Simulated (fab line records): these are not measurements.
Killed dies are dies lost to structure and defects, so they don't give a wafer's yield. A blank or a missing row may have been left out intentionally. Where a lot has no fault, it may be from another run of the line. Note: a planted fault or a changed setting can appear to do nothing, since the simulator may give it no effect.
fab line records -- flow n5Finfet
record: lots: 7, wafers: 18, lastDay: 18
route steps=1938 shown MOL_CONTACT_COAG@526 BEOL_M4@1111 PASSIVATION@1936
lots with no fault: from the same line, run without faults
startH: hours from the record's first day to the start of the lot's first wafer shown -- waitH: hours elapsed since this lot's preceding step -- " the same as in the row above -- L1.1+2: a single row standing in for several wafers -- - no value, or no start was given -- * or withheld: withheld -- < > ~ a bound
route shown NAME@n: names a module that has steps shown in the file, with the first one's number in the route -- usual: average and standard deviation across the fault-free wafers -- same: alike in all rows -- chamber/n: place in a boat -- sites: the reading at each site -- _std_site: how widely they spread, as a standard deviation -- _edge_site: mean of outer sites minus mean of inner sites -- radiusMm: how far each site lies from the wafer's centre -- mask NAME#n: copy n -- behind: the tool/chamber that last shaped the wafer -- hold: why the lot went on hold/how many hours it stayed there/how the hold came to an end -- device: whichever transistor did not switch (one of n, p or np) -- end of line: tests run on the same wafers once the route is complete -- for a step that has no rows: nothing shown but its recipe -- killed: at the first sort, the dies lost to defects and structure; wafer yield is something else -- map: per-die view of a wafer (x killed, . not killed, _ where there is no die)
set.NAME: the setting as run; set.NAME@STEP: as run at that earlier step -- model.NAME: the simulator's own value behind a step, which no gauge read
lots at selected steps of the route; one table per step, one row per wafer
services: from which hour (startH, from the record's first day; less than 0 if before it) a tool's chamber was out of use, for how many hours, and why
== steps ==
step: N5_MOL_CONTACT_COAG_CD_MEAS_08
recipe: targetCdNm: 28, landingEnergyEv: 500, detector: seInlens, polarity: opening
usual: cdNm: 28.01/0.23
lot.wafer,tool,chamber,startH,waitH,cdNm
L699.4,cdSem-03,0,85.19,-,27.79
L699.5,cdSem-03,0,85.19,-,27.52
L699.6,cdSem-03,0,85.19,-,27.56
L707.2,cdSem-02,0,132.37,-,27.88
L707.3,cdSem-02,0,132.37,-,27.92
L707.6,cdSem-02,0,132.37,-,28.29
L714.3,cdSem-03,0,179.31,-,28.11
L714.5,cdSem-03,0,179.31,-,28.17
L714.6,cdSem-03,0,179.31,-,28.46
L715.5,cdSem-02,0,187.34,-,28.09
L715.6,cdSem-02,0,187.34,-,28.08
L718.1,cdSem-03,0,203.71,-,27.88
L718.5,cdSem-03,0,203.71,-,28.02
L719.5,cdSem-02,0,206.50,-,28.56
L719.6,cdSem-02,0,206.50,-,28.31
L720.1,cdSem-03,0,213.74,-,28.38
L720.4,cdSem-03,0,213.74,-,27.94
L720.5,cdSem-03,0,213.74,-,28.25
step: N5_MOL_CONTACT_COAG_OVL_MEAS_09
recipe: pointsPerWafer: 522
usual: CA_OVL: 0.2/0.62
lot.wafer,tool,chamber,startH,waitH,CA_OVL[nm]
L699.4,overlay-02,0,85.23,0.0,1.1
L699.5,overlay-02,0,85.23,0.0,1.0
L699.6,overlay-02,0,85.23,0.0,1.9
L707.2,overlay-01,0,132.41,0.0,0.9
L707.3,overlay-01,0,132.41,0.0,-0.1
L707.6,overlay-01,0,132.41,0.0,0.5
L714.3,overlay-01,0,179.35,0.0,0.1
L714.5,overlay-01,0,179.35,0.0,0.1
L714.6,overlay-01,0,179.35,0.0,0.2
L715.5,overlay-01,0,187.38,0.0,-0.2
L715.6,overlay-01,0,187.38,0.0,-0.1
L718.1,overlay-02,0,203.74,0.0,0.6
L718.5,overlay-02,0,203.74,0.0,1.7
L719.5,overlay-01,0,206.55,0.0,-0.4
L719.6,overlay-01,0,206.55,0.0,0.0
L720.1,overlay-02,0,213.77,0.0,-0.3
L720.4,overlay-02,0,213.77,0.0,0.8
L720.5,overlay-02,0,213.77,0.0,-0.9
step: N5_MOL_CONTACT_COAG_INSPECT_10
recipe: mode: adi, inspectInstrument: brightfield
usual: rawDefectCount: 66/27
lot.wafer,tool,chamber,startH,waitH,rawDefectCount
L699.4,defectInspect-02,-,85.27,0.0,47
L699.5,defectInspect-02,-,85.27,0.0,34
L699.6,defectInspect-02,-,85.27,0.0,31
L707.2,defectInspect-01,-,132.46,0.0,75
L707.3,defectInspect-01,-,132.46,0.0,76
L707.6,defectInspect-01,-,132.46,0.0,53
L714.3,defectInspect-02,-,179.40,0.0,31
L714.5,defectInspect-02,-,179.40,0.0,65
L714.6,defectInspect-02,-,179.40,0.0,82
L715.5,defectInspect-02,-,187.42,0.0,96
L715.6,defectInspect-02,-,187.42,0.0,64
L718.1,defectInspect-02,-,203.80,0.1,49
L718.5,defectInspect-02,-,203.80,0.1,42
L719.5,defectInspect-02,-,206.59,0.0,66
L719.6,defectInspect-02,-,206.59,0.0,95
L720.1,defectInspect-02,-,213.83,0.1,64
L720.4,defectInspect-02,-,213.83,0.1,86
L720.5,defectInspect-02,-,213.83,0.1,78
step: N5_MOL_CONTACT_COAG_DESCUM_13
recipe: chemistry: O2, timeS: 7, sourcePowerW: 50, biasPowerW: 20, pressureMtorr: 20, rfFrequencyHz: 2.712e+07, tempC: 40, resist: CAR-EUV, o2FlowSccm: 225
usual: biasPowerW: 19.99/0.065, drypumpMotorCurrentA: 5.8/0.37, oesProductAu: 0.79/0.086, rfVppV: 243.0/1.3, showerheadPlenumPTorr: 2.07/0.062, throttleValvePct: 20.40/0.25
lot.wafer,tool,chamber,startH,waitH,biasPowerW,drypumpMotorCurrentA,oesProductAu,rfHoursCounterH,rfVppV,showerheadPlenumPTorr,throttleValvePct
L699.4,rieDiel-01,1,85.31,0.0,19.98,6.0,0.70,198,243.5,2.08,20.48
L699.5,rieDiel-01,1,85.31,0.0,19.87,5.9,0.71,-,244.1,2.08,20.47
L699.6,rieDiel-01,2,85.31,0.0,19.97,6.2,0.73,-,241.1,2.09,20.34
L707.2,rieDiel-01,0,132.50,0.0,20.01,6.0,0.83,83,242.7,2.03,20.13
L707.3,rieDiel-01,2,132.50,0.0,19.98,6.2,0.72,189,243.5,2.09,20.37
L707.6,rieDiel-01,3,132.50,0.0,20.06,5.7,0.79,-,242.0,2.02,20.62
L714.3,rieDiel-03,2,179.45,0.0,19.96,5.5,0.76,-,245.6,2.19,20.83
L714.5,rieDiel-03,2,179.45,0.0,19.94,5.5,0.75,-,245.3,2.19,20.84
L714.6,rieDiel-03,1,179.45,0.0,19.96,6.4,0.94,-,242.1,2.05,19.98
L715.5,rieDiel-03,0,187.47,0.0,20.09,5.1,0.98,-,242.6,2.05,20.21
L715.6,rieDiel-03,1,187.47,0.0,19.99,6.4,0.95,-,242.6,2.05,19.99
L718.1,rieDiel-03,0,203.83,0.0,20.09,5.1,0.94,9,243.7,2.04,20.22
L718.5,rieDiel-03,3,203.83,0.0,19.91,5.9,0.75,-,242.2,2.00,20.61
L719.5,rieDiel-03,0,206.72,0.1,20.00,5.1,0.94,-,243.4,2.04,20.23
L719.6,rieDiel-03,1,206.72,0.1,19.87,6.3,0.93,-,243.1,2.05,20.00
L720.1,rieDiel-04,2,213.86,0.0,20.09,5.6,0.74,191,243.3,2.15,20.78
L720.4,rieDiel-04,3,213.86,0.0,19.98,5.7,0.83,-,245.6,2.21,20.51
L720.5,rieDiel-04,0,213.86,0.0,19.96,5.5,0.84,-,241.8,2.03,20.14
step: N5_MOL_CONTACT_COAG_ETCH_59
recipe: chemistry: N2/H2, target: underlayer, targetDepthA: 130, maskMaterial: CAR-EUV, timeS: 10.4, ionEnergyEv: 200, pressureMtorr: 30, sourceW: 840, biasW: 150, n2FlowSccm: 200, h2FlowSccm: 200, ends: cleared
step: N5_MOL_CONTACT_COAG_ETCH_105
recipe: chemistry: CF4, target: SiARC, targetDepthA: 156, maskMaterial: CAR-EUV, timeS: 26, ionEnergyEv: 80, pressureMtorr: 40, sourceW: 545, biasW: 36, Ar_flow_sccm: 100, cf4FlowSccm: 100, ends: cleared
usual: drypumpMotorCurrentA: 5.8/0.37, etchRfOnTimeS: 26.0/0.52, oesProductAu: 0.68/0.072, rfVppV: 183.8/1.1, showerheadPlenumPTorr: 2.12/0.061, throttleValvePct: 15.58/0.26
lot.wafer,tool,chamber,startH,waitH,drypumpMotorCurrentA,etchRfOnTimeS,oesProductAu,rfHoursCounterH,rfVppV,showerheadPlenumPTorr,throttleValvePct
L699.4,rieDiel-01,1,85.36,0.0,5.9,26.1,0.60,198,184.1,2.12,15.67
L699.5,rieDiel-01,1,85.36,0.0,5.9,26.1,0.60,-,183.6,2.12,15.66
L699.6,rieDiel-01,2,85.36,0.0,6.2,26.7,0.62,-,183.7,2.13,15.49
L707.2,rieDiel-01,0,132.55,0.0,6.0,26.1,0.72,83,183.1,2.07,15.25
L707.3,rieDiel-01,2,132.55,0.0,6.2,27.0,0.61,189,183.8,2.13,15.51
L707.6,rieDiel-01,3,132.55,0.0,5.7,25.4,0.68,-,182.9,2.08,15.76
L714.3,rieDiel-03,2,179.53,0.0,5.5,25.9,0.65,-,185.2,2.22,15.94
L714.5,rieDiel-03,2,179.53,0.0,5.5,26.1,0.65,-,184.8,2.22,15.94
L714.6,rieDiel-03,1,179.53,0.0,6.4,25.7,0.80,-,184.0,2.11,15.18
L715.5,rieDiel-03,0,187.52,0.0,5.1,25.6,0.82,-,183.6,2.10,15.40
L715.6,rieDiel-03,1,187.52,0.0,6.4,25.7,0.80,-,183.0,2.10,15.19
L718.1,rieDiel-03,0,203.89,0.0,5.1,25.6,0.79,9,183.2,2.10,15.43
L718.5,rieDiel-03,3,203.89,0.0,5.9,25.6,0.65,-,182.3,2.06,15.87
L719.5,rieDiel-03,0,206.77,0.0,5.1,25.3,0.79,-,184.8,2.10,15.42
L719.6,rieDiel-03,1,206.77,0.0,6.3,25.6,0.79,-,184.7,2.10,15.20
L720.1,rieDiel-04,2,213.91,0.0,5.6,26.5,0.63,191,186.4,2.21,16.05
L720.4,rieDiel-04,3,213.91,0.0,5.7,26.4,0.70,-,185.6,2.27,15.67
L720.5,rieDiel-04,0,213.91,0.0,5.5,25.4,0.72,-,182.8,2.08,15.29
step: N5_MOL_CONTACT_COAG_ETCH_106
recipe: chemistry: N2/H2, target: SOC, targetDepthA: 800, overetchA: 160, maskMaterial: SiARC, tempC: 40, timeS: 120, ionEnergyEv: 200, pressureMtorr: 30, sourceW: 840, biasW: 150, n2FlowSccm: 200, h2FlowSccm: 200
step: N5_MOL_CONTACT_COAG_STRIP_107
recipe: chemistry: N2/H2, tempC: 40, n2FlowSccm: 200, h2FlowSccm: 200, rfFrequencyHz: 6e+07
step: N5_MOL_CONTACT_COAG_STRIP_108
recipe: chemistry: N2/H2, tempC: 40, n2FlowSccm: 200, h2FlowSccm: 200, rfFrequencyHz: 6e+07
step: N5_MOL_CONTACT_COAG_CONTACT_ETCH_14
recipe: chemistry: C4F6/O2, target: SiO2, targetDepthA: 275, overetchA: 85, maskMaterial: SOC, pressureMtorr: 30, sourceW: 370, biasW: 185, Ar_flow_sccm: 300, C4F6_flow_sccm: 16, O2_flow_sccm: 10, timeS: 20, ionEnergyEv: 259.6
usual: drypumpMotorCurrentA: 5.9/0.37, oes_o_777_au: 0.79/0.077, oesProductAu: 0.68/0.068, rfVppV: 691.8/3, showerheadPlenumPTorr: 2.85/0.084, throttleValvePct: 21.22/0.26
lot.wafer,tool,chamber,startH,waitH,drypumpMotorCurrentA,oes_o_777_au,oesProductAu,rfHoursCounterH,rfVppV,showerheadPlenumPTorr,throttleValvePct
L699.4,rieDiel-01,1,85.49,0.0,6.0,0.72,0.60,198,692.2,2.85,21.22
L699.5,rieDiel-01,1,85.49,0.0,6.0,0.71,0.60,-,692.0,2.85,21.23
L699.6,rieDiel-01,2,85.49,0.0,6.2,0.73,0.63,-,693.0,2.88,21.15
L707.2,rieDiel-01,0,132.68,0.0,6.0,0.84,0.71,83,689.9,2.78,20.85
L707.3,rieDiel-01,2,132.68,0.0,6.2,0.71,0.61,189,691.7,2.87,21.16
L707.6,rieDiel-01,3,132.68,0.0,5.7,0.80,0.67,-,688.2,2.78,21.39
L714.3,rieDiel-03,2,179.72,0.0,5.5,0.78,0.66,-,696.8,2.99,21.61
L714.5,rieDiel-03,2,179.72,0.0,5.5,0.77,0.65,-,696.2,2.99,21.60
L714.6,rieDiel-03,1,179.72,0.0,6.4,0.94,0.80,-,691.9,2.83,20.85
L715.5,rieDiel-03,0,187.65,0.0,5.1,0.93,0.81,-,691.7,2.82,21.10
L715.6,rieDiel-03,1,187.65,0.0,6.4,0.93,0.79,-,691.1,2.83,20.86
L718.1,rieDiel-03,0,204.02,0.0,5.1,0.91,0.79,9,691.1,2.82,21.09
L718.5,rieDiel-03,3,204.02,0.0,5.9,0.77,0.65,-,687.4,2.76,21.51
L719.5,rieDiel-03,0,206.90,0.0,5.1,0.91,0.78,-,689.3,2.82,21.10
L719.6,rieDiel-03,1,206.90,0.0,6.3,0.92,0.77,-,691.1,2.82,20.86
L720.1,rieDiel-04,2,214.04,0.0,5.6,0.73,0.64,191,696.0,2.97,21.71
L720.4,rieDiel-04,3,214.04,0.0,5.6,0.81,0.70,-,698.1,3.05,21.45
L720.5,rieDiel-04,0,214.04,0.0,5.5,0.83,0.71,-,690.6,2.80,20.95
step: N5_MOL_CONTACT_COAG_STRIP_109
recipe: chemistry: C4F6/O2, resist: SiARC, rfFrequencyHz: 6e+07
step: N5_MOL_CONTACT_COAG_ETCH_15
recipe: chemistry: CH3F/O2, target: SiNx, targetDepthA: 70, maskMaterial: SOC, stopOn: Si:P, overEtchFrac: 0.75, ionEnergyEv: 120, pressureMtorr: 30, sourceW: 395, biasW: 73, Ar_flow_sccm: 150, CH3F_flow_sccm: 30, O2_flow_sccm: 20
usual: drypumpMotorCurrentA: 5.8/0.37, oes_o_777_au: 0.79/0.078, oesProductAu: 0.58/0.059, rfVppV: 297.2/2.9, showerheadPlenumPTorr: 1.98/0.061, throttleValvePct: 16.29/0.25
lot.wafer,tool,chamber,startH,waitH,drypumpMotorCurrentA,oes_o_777_au,oesProductAu,rfHoursCounterH,rfVppV,showerheadPlenumPTorr,throttleValvePct
L699.4,rieDiel-01,1,85.52,0.0,5.9,0.72,0.52,198,298.5,1.98,16.36
L699.5,rieDiel-01,1,85.52,0.0,6.0,0.71,0.51,-,297.5,1.98,16.37
L699.6,rieDiel-01,2,85.52,0.0,6.2,0.72,0.53,-,297.4,2.00,16.25
L707.2,rieDiel-01,0,132.71,0.0,6.1,0.84,0.61,83,297.5,1.93,15.93
L707.3,rieDiel-01,2,132.71,0.0,6.2,0.71,0.53,189,296.9,1.99,16.26
L707.6,rieDiel-01,3,132.71,0.0,5.7,0.81,0.57,-,296.5,1.93,16.44
L714.3,rieDiel-03,2,179.79,0.0,5.5,0.78,0.56,-,298.3,2.08,16.67
L714.5,rieDiel-03,2,179.79,0.0,5.5,0.78,0.55,-,297.6,2.08,16.66
L714.6,rieDiel-03,1,179.79,0.0,6.4,0.94,0.69,-,294.5,1.96,15.89
L715.5,rieDiel-03,0,187.70,0.0,5.1,0.93,0.70,-,301.2,1.96,16.10
L715.6,rieDiel-03,1,187.70,0.0,6.3,0.92,0.68,-,295.1,1.96,15.91
L718.1,rieDiel-03,0,204.05,0.0,5.1,0.91,0.68,9,301.0,1.96,16.13
L718.5,rieDiel-03,3,204.05,0.0,5.9,0.77,0.56,-,295.2,1.91,16.56
L719.5,rieDiel-03,0,206.95,0.0,5.1,0.90,0.67,-,302.1,1.96,16.12
L719.6,rieDiel-03,1,206.95,0.0,6.3,0.91,0.67,-,294.5,1.96,15.92
L720.1,rieDiel-04,2,214.08,0.0,5.6,0.73,0.54,191,298.7,2.07,16.77
L720.4,rieDiel-04,3,214.08,0.0,5.7,0.82,0.61,-,303.0,2.13,16.43
L720.5,rieDiel-04,0,214.08,0.0,5.5,0.84,0.60,-,293.0,1.94,16.00
step: N5_MOL_CONTACT_COAG_ETCH_110
recipe: chemistry: CF4/O2, target: Si, targetDepthA: 25, timeS: 8, pressureMtorr: 100, sourceW: 200, biasW: 12, ionEnergyEv: 60, Ar_flow_sccm: 100, cf4FlowSccm: 100, O2_flow_sccm: 10
usual: drypumpMotorCurrentA: 5.8/0.37, oes_o_777_au: 0.79/0.077, oesProductAu: 0.79/0.085, rfVppV: 127.4/1.7, showerheadPlenumPTorr: 2.21/0.062, throttleValvePct: 10.72/0.28
lot.wafer,tool,chamber,startH,waitH,drypumpMotorCurrentA,oes_o_777_au,oesProductAu,rfHoursCounterH,rfVppV,showerheadPlenumPTorr,throttleValvePct,model.etch.depthNm,model.SOC_of_MOL_CONTACT_COAG_COAT_103.thkNm,model.MOL_CONTACT_COAG.cdOffsetNm
L699.4,rieDiel-01,1,85.58,0.0,6.0,0.72,0.70,198,126.8,2.20,10.88,2.481,73.6,0
L699.5,rieDiel-01,1,85.58,0.0,5.9,0.71,0.70,-,126.2,2.20,10.89,2.493,73.6,0
L699.6,rieDiel-01,2,85.58,0.0,6.2,0.73,0.72,-,126.4,2.22,10.72,2.411,73.8,0
L707.2,rieDiel-01,0,132.77,0.0,6.1,0.85,0.85,83,128.2,2.15,10.37,2.507,74,-0.2
L707.3,rieDiel-01,2,132.77,0.0,6.2,0.72,0.71,189,129.7,2.21,10.76,2.444,74,0.2
L707.6,rieDiel-01,3,132.77,0.0,5.7,0.79,0.81,-,125.9,2.16,10.83,2.587,73.8,-0.2
L714.3,rieDiel-03,2,179.87,0.1,5.5,0.78,0.77,-,128.3,2.31,11.04,2.517,74,0.2
L714.5,rieDiel-03,2,179.87,0.1,5.4,0.77,0.77,-,127.1,2.31,11.03,2.517,74,0.4
L714.6,rieDiel-03,1,179.87,0.1,6.4,0.93,0.95,-,128.8,2.19,10.25,2.558,74,0.6
L715.5,rieDiel-03,0,187.75,0.0,5.1,0.93,0.76,-,130.3,2.19,10.42,1.729,74.2,-0.4
L715.6,rieDiel-03,1,187.75,0.0,6.3,0.92,0.74,-,127.5,2.19,10.26,1.692,74.2,-0.2
L718.1,rieDiel-03,0,204.11,0.0,5.1,0.90,0.94,9,129.2,2.18,10.46,2.544,73.2,-0.2
L718.5,rieDiel-03,3,204.11,0.0,5.9,0.76,0.61,-,125.1,2.14,10.99,1.708,73.4,-0.2
L719.5,rieDiel-03,0,207.01,0.0,5.1,0.90,0.74,-,128.8,2.18,10.44,1.713,73.8,-0.6
L719.6,rieDiel-03,1,207.01,0.0,6.3,0.90,0.73,-,125.0,2.18,10.28,1.728,74.2,0
L720.1,rieDiel-04,2,214.14,0.0,5.6,0.72,0.73,191,127.3,2.30,11.20,2.456,73.4,0.2
L720.4,rieDiel-04,3,214.14,0.0,5.7,0.81,0.83,-,130.5,2.35,10.69,2.47,73.4,0.4
L720.5,rieDiel-04,0,214.14,0.0,5.5,0.84,0.83,-,126.7,2.16,10.46,2.546,73.4,0.8
step: N5_MOL_CONTACT_COAG_STRIP_98
recipe: chemistry: N2/H2, powerW: 500, tempC: 40, pressureMtorr: 50, rfFrequencyHz: 6e+07, overashFraction: 0.3, biasPowerW: 8, h2Frac: 0.5, n2FlowSccm: 300, h2FlowSccm: 300
usual: biasPowerW: 8.002/0.025, drypumpMotorCurrentA: 5.9/0.37, oesProductAu: 0.79/0.085, rfVppV: 54.1/1.5, showerheadPlenumPTorr: 3.33/0.095, throttleValvePct: 18.90/0.27
lot.wafer,tool,chamber,startH,waitH,biasPowerW,drypumpMotorCurrentA,oesProductAu,rfHoursCounterH,rfVppV,showerheadPlenumPTorr,throttleValvePct
L699.4,rieDiel-01,1,85.63,0.0,8.013,6.0,0.72,198,56.5,3.34,18.67
L699.5,rieDiel-01,1,85.63,0.0,8.019,6.0,0.70,-,52.3,3.34,18.65
L699.6,rieDiel-01,2,85.63,0.0,7.995,6.2,0.73,-,55.5,3.34,19.00
L707.2,rieDiel-01,0,132.82,0.0,8.041,6.1,0.83,83,52.2,3.26,18.87
L707.3,rieDiel-01,2,132.82,0.0,8.011,6.2,0.71,189,54.3,3.34,19.00
L707.6,rieDiel-01,3,132.82,0.0,8.014,5.8,0.79,-,55.9,3.25,19.02
L714.3,rieDiel-03,2,179.94,0.0,8.032,5.5,0.76,-,53.8,3.50,18.95
L714.5,rieDiel-03,2,179.94,0.0,8.006,5.5,0.77,-,55.2,3.50,18.95
L714.6,rieDiel-03,1,179.94,0.0,7.998,6.4,0.95,-,56.4,3.31,18.47
L715.5,rieDiel-03,0,187.80,0.0,8.016,5.1,0.96,-,51.3,3.31,18.76
L715.6,rieDiel-03,1,187.80,0.0,8.000,6.4,0.95,-,54.9,3.30,18.47
L718.1,rieDiel-03,0,204.16,0.0,7.952,5.1,0.94,9,55.7,3.30,18.82
L718.5,rieDiel-03,3,204.16,0.0,7.962,6.0,0.75,-,53.1,3.22,19.53
L719.5,rieDiel-03,0,207.05,0.0,7.998,5.1,0.93,-,53.2,3.30,18.77
L719.6,rieDiel-03,1,207.05,0.0,8.002,6.4,0.92,-,54.8,3.30,18.51
L720.1,rieDiel-04,2,214.19,0.0,8.007,5.6,0.75,191,55.0,3.46,19.12
L720.4,rieDiel-04,3,214.19,0.0,8.002,5.7,0.83,-,54.9,3.54,18.77
L720.5,rieDiel-04,0,214.19,0.0,7.991,5.5,0.84,-,52.4,3.26,18.57
step: N5_BEOL_M4_RC_MEAS_101
usual: DIBL_N: 36.3/1.6, DIBL_P: 36.5/1.6, IOFF_N: 0.163/0.026, IOFF_P: 0.22/0.033, ION_N: 676/9.9, ION_P: 464/6.5, SS_N: 71.5/0.5, SS_P: 73.3/0.64, VT_N: 249.3/2.9, VT_P: -250/3.2
lot.wafer,tool,chamber,startH,waitH,DIBL_N[mV/V],DIBL_P[mV/V],IOFF_N[nA/um],IOFF_P[nA/um],ION_N[uA/um],ION_P[uA/um],SS_N[mV/dec],SS_P[mV/dec],VT_N[mV],VT_P[mV]
L699.4,prober-02,0,178.81,0.5,34.6,35.4,0.146,0.17,662,454,72.0,73.3,251.9,-253
L699.5,prober-02,0,178.81,0.5,35.1,36.8,0.163,0.19,685,469,71.6,73.5,250.4,-252
L699.6,prober-02,0,178.81,0.5,37.1,38.0,0.192,0.22,679,463,72.2,73.5,249.4,-252
L707.2,prober-01,0,235.26,0.2,36.2,37.9,0.166,0.22,676,458,72.0,73.1,248.0,-248
L707.3,prober-01,0,235.26,0.2,32.9,33.1,0.108,0.15,653,453,70.8,71.0,254.9,-253
L707.6,prober-01,0,235.26,0.2,34.8,35.3,0.141,0.17,670,456,70.8,72.5,248.7,-254
L714.3,prober-02,0,266.63,0.3,36.2,35.8,0.147,0.18,660,450,71.4,73.0,255.2,-252
L714.5,prober-02,0,266.63,0.3,34.4,35.1,0.127,0.17,656,454,71.1,72.7,252.9,-258
L714.6,prober-02,0,266.63,0.3,34.6,35.0,0.136,0.17,671,461,71.1,72.8,249.9,-255
L715.5,prober-01,0,278.50,0.6,34.4,35.3,0.129,0.17,670,460,72.1,73.2,253.3,-259
L715.6,prober-01,0,278.50,0.6,35.0,34.7,0.134,0.15,666,446,71.4,72.9,252.5,-257
L719.5,prober-01,0,304.80,0.6,35.8,38.7,0.165,0.22,680,469,71.3,74.3,249.0,-249
L719.6,prober-01,0,304.80,0.6,35.9,38.6,0.164,0.23,681,472,71.5,72.9,250.8,-249
L718.1,prober-01,0,307.17,0.0,35.5,36.1,0.146,0.24,666,465,71.4,73.5,250.9,-246
L718.5,prober-01,0,307.17,0.0,33.1,33.0,0.111,0.19,662,466,71.0,72.3,256.7,-249
L720.1,prober-01,0,309.23,0.0,35.3,35.1,0.138,0.19,666,459,70.7,73.3,252.5,-253
L720.4,prober-01,0,309.23,0.0,35.9,36.4,0.150,0.21,681,466,71.1,73.1,249.6,-251
L720.5,prober-01,0,309.23,0.0,37.2,37.8,0.168,0.23,678,461,71.6,74.1,251.5,-251
step: N5_PASSIVATION_PROBE_49
usual: defectLimitedYield: 91.2/1.5, killed_at_M0_to_M3: 32/9.6, killed_at_M4_up: 13/5.3, killedAtContacts: 13/6.7, killedAtFrontEnd: 42/11, killedAtOther: 3.8/2.9, killedDies: 103/17, killedOpen: 67/13, killedShort: 35/7.9, sort_bin_5_function: 5.2/0.94, sort_bin_6_memory: 3.3/0.64, sortNPass: 1077/17, sortYieldPct: 91.2/1.5
same: grossDies: 1180, killedAtBackSide: 0, sort_bin_4_leakage[%]: 0, sort_bin_8_speed[%]: 0
lot.wafer,tool,chamber,startH,waitH,defectLimitedYield[%],killed_at_M0_to_M3,killed_at_M4_up,killedAtContacts,killedAtFrontEnd,killedAtOther,killedDies,killedOpen,killedShort,sort_bin_5_function[%],sort_bin_6_memory[%],sortNPass,sortYieldPct[%]
L699.4,prober-01,-,291.98,0.2,90.8,30,16,9,52,2,109,68,40,4.9,4.1,1071,90.8
L699.5,prober-01,-,292.03,0.2,90.7,31,17,8,53,1,110,72,37,5.4,3.7,1070,90.7
L699.6,prober-01,-,292.08,0.3,92.3,36,8,2,41,4,91,60,29,4.7,2.8,1089,92.3
L714.3,prober-02,-,369.10,0.1,90.6,29,9,10,58,5,111,63,47,4.7,3.9,1069,90.6
L714.5,prober-02,-,369.20,0.2,93.7,22,6,4,38,4,74,54,20,3.6,2.5,1106,93.7
L714.6,prober-02,-,369.25,0.3,92.2,21,7,5,56,3,92,49,43,4.4,3.1,1088,92.2
L715.6,prober-01,-,402.46,0.3,92.0,23,8,20,38,5,94,55,39,4.8,2.9,1086,92.0
killed by level:class
L699.4 FIN_SAQP:geometricParticle:open=13 FIN_SAQP:geometricParticle:short=13 BEOL_M3:geometricParticle:open=9 STI_FIN_REVEAL:geometricParticle:open=8 BEOL_M0_SAQP:geometricParticle:open=7 DUMMY_GATE:geometricParticle:open=6 MOL_CONTACT_COAG:geometricParticle:open=5 BEOL_M0_SAQP:geometricParticle:short=5
L699.5 FIN_SAQP:geometricParticle:open=16 FIN_SAQP:geometricParticle:short=13 BEOL_M0_SAQP:geometricParticle:open=11 DUMMY_GATE:geometricParticle:open=7 MOL_CONTACT_COAG:geometricParticle:open=7 BEOL_M3:geometricParticle:open=7 BEOL_M4:geometricParticle:open=5 GATE_CUT:geometricParticle:short=4
L699.6 BEOL_M3:geometricParticle:open=13 BEOL_M2:geometricParticle:open=10 FIN_SAQP:geometricParticle:short=7 FIN_SAQP:geometricParticle:open=6 STI_FIN_REVEAL:geometricParticle:open=5 DUMMY_GATE:geometricParticle:open=5 BEOL_M0_SAQP:geometricParticle:open=5 BEOL_M0_SAQP:geometricParticle:short=5
L714.3 STI_FIN_REVEAL:geometricParticle:open=12 FIN_SAQP:geometricParticle:short=11 FIN_SAQP:geometricParticle:open=11 MOL_CONTACT_COAG:geometricParticle:open=7 BEOL_M0_SAQP:geometricParticle:short=6 BEOL_M2:geometricParticle:open=6 ILD0:geometricParticle:short=5 BEOL_M2:geometricParticle:short=5
L714.5 FIN_SAQP:geometricParticle:open=9 STI_FIN_REVEAL:geometricParticle:open=5 DUMMY_GATE:geometricParticle:open=5 BEOL_M1:geometricParticle:open=5 FIN_SAQP:geometricParticle:short=4 MOL_CONTACT_COAG:geometricParticle:open=4 BEOL_M0_SAQP:geometricParticle:open=4 BEOL_M0_SAQP:geometricParticle:short=4
L714.6 FIN_SAQP:geometricParticle:short=14 STI_FIN_REVEAL:geometricParticle:open=12 FIN_SAQP:geometricParticle:open=10 GATE_CUT:geometricParticle:short=6 BEOL_M0_SAQP:geometricParticle:short=6 ILD0:geometricParticle:short=5 MOL_CONTACT_COAG:geometricParticle:open=5 BEOL_M0_SAQP:geometricParticle:open=5
L715.6 MOL_CONTACT_COAG:geometricParticle:open=16 STI_FIN_REVEAL:geometricParticle:open=11 BEOL_M2:geometricParticle:short=7 FIN_SAQP:geometricParticle:short=5 GATE_CUT:geometricParticle:short=5 STI_FIN_REVEAL:geometricParticle:short=4 MOL_CONTACT_COAG:geometricParticle:short=4 BEOL_M0_SAQP:geometricParticle:open=4
== services ==
tool,chamber,startH,hours,kind
rieDiel-01,3,63.15,7.3,repair
rieDiel-03,3,64.49,20.8,repair
rieDiel-03,2,88.25,5.0,repair
rieDiel-03,1,136.58,-,clean
rieDiel-03,1,136.58,-,consumableReplace:focusRing
rieDiel-03,1,136.58,23.6,scheduledDown
rieDiel-03,1,136.58,23.6,ventCycle
rieDiel-04,1,154.12,31.9,repair
rieDiel-03,0,160.31,-,clean
rieDiel-03,0,160.31,-,consumableReplace:focusRing
rieDiel-03,0,160.31,19.5,scheduledDown
rieDiel-03,0,160.31,19.5,ventCycle
rieDiel-01,1,203.47,7.2,repair
rieDiel-04,1,209.09,6.8,repair
rieDiel-03,2,212.85,15.3,repair
== key ==
firstSign none at tools or gauges
modelEffect: step: N5_MOL_CONTACT_COAG_ETCH_110, value: etch.depthNm, without: 2.545, struck: 1.714
metAt N5_MOL_CONTACT_COAG_ETCH_110
struckWafers L715.5,L715.6,L718.5,L719.5,L719.6
onsetBetween 179.87 187.75
fault: kind: processParameterDrift, tool: rieDiel-03, chamber: -, onsetH: 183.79, steps: N5_MOL_CONTACT_COAG_ETCH_110, channel: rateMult, offset: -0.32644, shape: step, endH: 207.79, scope: struckWafersOnly
